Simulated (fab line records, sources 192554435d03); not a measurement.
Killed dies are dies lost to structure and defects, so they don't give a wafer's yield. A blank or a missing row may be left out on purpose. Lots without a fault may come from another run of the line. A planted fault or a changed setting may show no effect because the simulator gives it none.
Chamber matching | flow n5_finfet | N5_HKMG_FIN_ALD_79 on ald_metal-02: 4 sister chambers
The step deposits TiN, target thk 1.5 nm, pulse time 1 s, purge time 3 s. 4 wafers are shown with their chamber, then 8 later ones without.

WAFERS WITH THEIR CHAMBER
wafer  | chamber | heater_power_w (W)
L085.1 | 2       | 797
L085.2 | 3       | 912
L085.5 | 0       | 992
L086.1 | 1       | 804

WAFERS WITHOUT THEIR CHAMBER
wafer  | heater_power_w (W)
L086.3 | 977
L086.4 | 775
L087.2 | 789
L087.3 | 867
L087.4 | 964
L094.1 | 895
L094.2 | 794
L094.5 | 774

WHICH CHAMBER EACH WENT THROUGH
wafer  | from the rows above          | in truth
L086.3 | 0                            | 0
L086.4 | can't be placed: 2 or 1      | 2
L087.2 | can't be placed: 2 or 1      | 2
L087.3 | can't be placed: 3 or 1 or 2 | 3
L087.4 | can't be placed: 0 or 3      | 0
L094.1 | 3                            | 3
L094.2 | can't be placed: 2 or 1      | 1
L094.5 | can't be placed: 2 or 1      | 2
Placed correctly: 2 of 8. Can't be placed from these rows: 6 (the true chamber is among the candidates in 6). Placed wrongly: 0.
How it was worked out, from the rows above alone: a wafer's distance from a chamber is the root of the sum, over the readings, of the square of ((its reading less the chamber's mean) divided by the reading's scatter). The wafer belongs to the nearest chamber; if the next one is less than 2 further off, it can't be placed. A chamber's mean is the mean of its shown wafers. The scatter: with one shown wafer a chamber, the root of the mean of the squares of how far each hidden wafer lies from its nearest shown one.
